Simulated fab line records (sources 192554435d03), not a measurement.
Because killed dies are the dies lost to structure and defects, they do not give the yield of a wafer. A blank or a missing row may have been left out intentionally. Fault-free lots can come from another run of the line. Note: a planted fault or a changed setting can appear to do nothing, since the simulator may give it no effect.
Struck lot and sound lot, side by side || flow n5 finfet || 36 steps out of a route of 1938
Sound: these wafers, L886.2, L886.3, L886.5. Wafers L884.3, L884.5, L884.6 were the ones struck. The cause is named last.
Each step with rows lists, per side, the tool, then ch with its chambers, then its first start. Under that, the readings that differ: sound wafers || struck wafers || difference of the means || sigmas: that difference in standard deviations of wafers without a fault.
alike: words and numbers the same on both sides, and readings whose means are apart by under 2 such deviations; not compared: readings that were withheld, readings missing a value for some wafer, numbers with overlapping values and no deviation given by the record, and bounds like >300 which may hide the same value.
A row with sigmas, a row that says differs or no value, or rows on one side alone: a step with any of these is where the two part. Non-overlapping numbers with no deviation appear without sigmas and do not part them. A reading missing from all wafers of one side parts the sides only when that side holds two or more wafers.

first, 9 steps without rows for these wafers: N5_WELL_APT_COAT_19 (resist thk 950 nm); N5_WELL_APT_EBR_21; N5_WELL_APT_SOFTBAKE_20 (time 60 s); N5_WELL_APT_EXPOSE_22 (exposes mask PWELL, defocus 0 nm, target cd 200 nm); N5_WELL_APT_PEB_23 (peb time 90 s); N5_WELL_APT_DEVELOP_24 (develop time 45 s); N5_WELL_APT_HARDBAKE_29 (time 120 s); N5_WELL_APT_DESCUM_30 (chemistry O2, time 7.9 s); N5_WELL_APT_IMPLANT_31.
N5_WELL_APT_IMPLANT_32:
  sound on implanter-02 ch 0, day 4 15:40; struck on implanter-01 ch 0, day 4 03:22
{"reading": "dose ions cm2", "sound": "1.9983e+13 1.9972e+13 1.9966e+13", "struck": "2.7385e+13 2.7423e+13 2.7401e+13", "difference": "+7.4293e+12", "sigmas": "+99 or more"}
{"reading": "faraday current uA", "sound": "252 254 249", "struck": "350 344 343", "difference": "+94", "sigmas": "+17"}
  alike: rotation deg
then, 25 steps without rows for these wafers: N5_WELL_APT_STRIP_33 (strips in SPM, time 900 s); N5_WELL_APT_RTA_34 (time 10 s); N5_WELL_APT_OXIDE_STRIP_42 (strips SiO2 in dHF, time 45 s, target depth 12 nm); N5_WELL_APT_PRECLEAN_36 (cleans in O3/DIW, time 45 s); N5_WELL_APT_PRECLEAN_39 (cleans in dHF, time 60 s); N5_WELL_APT_SRD_37 (time 30 s); N5_WELL_APT_EPI_41 (deposits Si from SiH4/H2, target thk 50 nm, time 297.7 s); N5_PMOS_HMC_CHANNEL_EPI_HM_DEP_34 (deposits SiO2 from TEOS/O2, target thk 36 nm, time 6.9 s); N5_PMOS_HMC_CHANNEL_EPI_COAT_31 (time 60 s, resist thk 66 nm); N5_PMOS_HMC_CHANNEL_EPI_COAT_03 (resist thk 205 nm); N5_PMOS_HMC_CHANNEL_EPI_EBR_05; N5_PMOS_HMC_CHANNEL_EPI_SOFTBAKE_04 (time 60 s); N5_PMOS_HMC_CHANNEL_EPI_EXPOSE_06 (exposes mask PMOS HMC BLK, target cd 240 nm); N5_PMOS_HMC_CHANNEL_EPI_PEB_07 (peb time 60 s); N5_PMOS_HMC_CHANNEL_EPI_DEVELOP_08 (develop time 30 s); N5_PMOS_HMC_CHANNEL_EPI_DESCUM_14 (chemistry O2, time 7.9 s); N5_PMOS_HMC_CHANNEL_EPI_ETCH_32 (etches BARC in N2/H2, stops on SiO2, target depth 85.8 nm, time 50.3 s); N5_PMOS_HMC_CHANNEL_EPI_HM_OPEN_15 (chemistry CHF3/O2, target SiO2, target depth 40.6 nm, time 20.3 s); N5_PMOS_HMC_CHANNEL_EPI_STRIP_33 (strips in N2/H2); N5_PMOS_HMC_CHANNEL_EPI_STRIP_17 (strips in SPM, time 750 s); N5_PMOS_HMC_CHANNEL_EPI_ETCH_38 (etches SiO2 in CF4, target depth 1.5 nm); N5_PMOS_HMC_CHANNEL_EPI_FIN_RECESS_16 (chemistry HBr/Cl2, target Si, target depth 54 nm, time 18 s); N5_PMOS_HMC_CHANNEL_EPI_PRECLEAN_36 (cleans in O3/DIW, time 45 s); N5_PMOS_HMC_CHANNEL_EPI_PRECLEAN_18 (cleans in DHF, time 30 s); N5_PMOS_HMC_CHANNEL_EPI_SRD_19 (time 30 s).
-- the record jumps here: 8 days lie between the struck wafers' starts before and after (it left off in module PMOS_HMC_CHANNEL_EPI and takes up again in module BEOL_M4, whose first step shown is number 1111 of the route) --
N5_BEOL_M4_RC_MEAS_101:
  sound on prober-02 ch 0, day 13 02:11; struck on prober-01 ch 0, day 12 02:19
{"reading": "CJ_N", "sound": "4.37 4.34 4.39", "struck": "5.03 4.97 5.08", "difference": "+0.66", "sigmas": "+8"}
{"reading": "IOFF_N_LONG (nA/um)", "sound": "5.83e-05 5.74e-05 5.84e-05", "struck": "6.46e-05 6.35e-05 6.51e-05", "difference": "+6.37e-06", "sigmas": "+2"}
  alike: DIBL_N, DIBL_P, IOFF_N, IOFF_P, ION_N, ION_P, SS_N, SS_P, VT_N, VT_P

== WHERE THEY PART ==
Earliest at N5_WELL_APT_IMPLANT_32; latest, in this record, at N5_BEOL_M4_RC_MEAS_101.

WHY: whatever the simulator had introduced
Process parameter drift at N5_WELL_APT_IMPLANT_32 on implanter-01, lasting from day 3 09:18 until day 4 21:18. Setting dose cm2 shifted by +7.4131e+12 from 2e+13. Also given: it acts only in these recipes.
